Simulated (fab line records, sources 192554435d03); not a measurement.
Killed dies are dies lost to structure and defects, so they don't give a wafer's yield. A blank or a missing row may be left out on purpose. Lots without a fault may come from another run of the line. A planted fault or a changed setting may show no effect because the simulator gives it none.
Split-lot experiment | flow n5_finfet | 7 lots, 21 wafers read, on a route of 1938 steps

THE SPLIT
At N5_BEOL_M6_ETCH_66 (etches SOC in N2/H2, target depth 80 nm, overetch 16 nm, time 120 s), the setting source_w was moved away from the recipe's 840 W on 6 of the 21 wafers read, by -12.0% to +17.6%. The other wafers ran this setting at the recipe's value.

The reading is taken at the split's own step.

THE READING
rf_vpp_V, in V, at N5_BEOL_M6_ETCH_66 (etches SOC in N2/H2, target depth 80 nm, overetch 16 nm, time 120 s). Fault-free wafers of this fab line usually give 523.5 V, standard deviation 2.4 V.

wafer  | tool, chamber at the split | source_w as run, W | against the recipe | rf_vpp_V, V | against lot-mates on the recipe
L074.2 | rie_diel-02, 0             | 840                | recipe             | 520.8       | -
L074.5 | rie_diel-02, 2             | 840                | recipe             | 522.2       | -
L074.6 | rie_diel-02, 1             | 840                | recipe             | 521.9       | -
L079.1 | rie_diel-04, 1             | 840                | recipe             | 525.9       | -
L079.2 | rie_diel-04, 3             | 840                | recipe             | 522.0       | -
L079.6 | rie_diel-04, 0             | 840                | recipe             | 521.6       | -
L080.1 | rie_diel-02, 2             | 840                | recipe             | 522.0       | -
L080.4 | rie_diel-02, 1             | 902.4              | +7.4%              | 510.2       | -11.8
L080.5 | rie_diel-02, 3             | 902.4              | +7.4%              | 515.2       | -6.8
L084.1 | rie_diel-02, 3             | 943.8              | +12.4%             | 507.4       | -13.8
L084.3 | rie_diel-02, 2             | 840                | recipe             | 522.6       | -
L084.6 | rie_diel-02, 0             | 840                | recipe             | 519.7       | -
L088.2 | rie_diel-02, 3             | 840                | recipe             | 526.8       | -
L088.4 | rie_diel-02, 0             | 840                | recipe             | 519.1       | -
L088.5 | rie_diel-02, 2             | 840                | recipe             | 521.6       | -
L087.4 | rie_diel-04, 2             | 987.6              | +17.6%             | 496.4       | -25.3
L087.5 | rie_diel-04, 1             | 987.6              | +17.6%             | 498.9       | -22.8
L087.6 | rie_diel-04, 3             | 840                | recipe             | 521.7       | -
L091.1 | rie_diel-03, 2             | 739.3              | -12.0%             | 546.1       | +24.1
L091.2 | rie_diel-03, 1             | 840                | recipe             | 521.0       | -
L091.4 | rie_diel-03, 0             | 840                | recipe             | 522.9       | -

THE FIT
A straight line over all 21 wafers: rf_vpp_V changes by -1.47 V for each +1% of source_w; r = -0.97; the points scatter about the line by 2.5 V.
The same after taking each lot's own level away (the mean of its wafers on the recipe; 21 wafers): -1.45 V for each +1%; r = -0.97; scatter 2.5 V.
On that fit, the largest move of source_w shifts the reading by 25 V.
The lots' own levels span 521.15 to 523.17 V, that is 0.8 times the standard deviation above.
So the lot-to-lot level changes the slope little: the two slopes agree.
Check: with one of the wafers moved furthest among these (+17.6%) left out of the fit, the line predicts -24.4 V for it against its lot-mates. It came out at -25.3 V against them.
Tool readings at the split's step, against how far the setting was moved: rf_vpp_V r = -0.97.

OTHER SPLITS ON THESE WAFERS
These wafers also went through other splits before the reading. Each is held against what the fit with the lots' levels taken away leaves over:
other split on the same wafers | wafers away from the commonest value | r with rf_vpp_V (lot level and that fit taken away)
N5_BEOL_M4_DESCUM_16 time_s    | 9                                    | +0.00
N5_BEOL_M4_ETCH_64 bias_w      | 6                                    | -0.08
N5_BEOL_M5_EXPOSE_08 dose_mj   | 6                                    | +0.12
N5_BEOL_M5_ETCH_72 bias_w      | 7                                    | -0.03

THE WHOLE CHAIN: every reading that the file lists as answering this split, in the file's order
step               | what it does                                                        | reading                                                                          | change (the file's fit)                | r (the file's)
N5_BEOL_M6_ETCH_66 | etches SOC in N2/H2, target depth 80 nm, overetch 16 nm, time 120 s | rf_vpp_V                                                                         | -1.44 V for each +1% of the setting    | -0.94
N5_BEOL_M6_ETCH_66 | etches SOC in N2/H2, target depth 80 nm, overetch 16 nm, time 120 s | SiARC_of_BEOL_M6_COAT_64.thk_nm (the simulator's own value, which no gauge read) | -0.0415 nm for each +1% of the setting | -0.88

THE FILE'S OWN FIT
rf_vpp_V changes by -1.44 V for each +1% of source_w, r = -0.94.
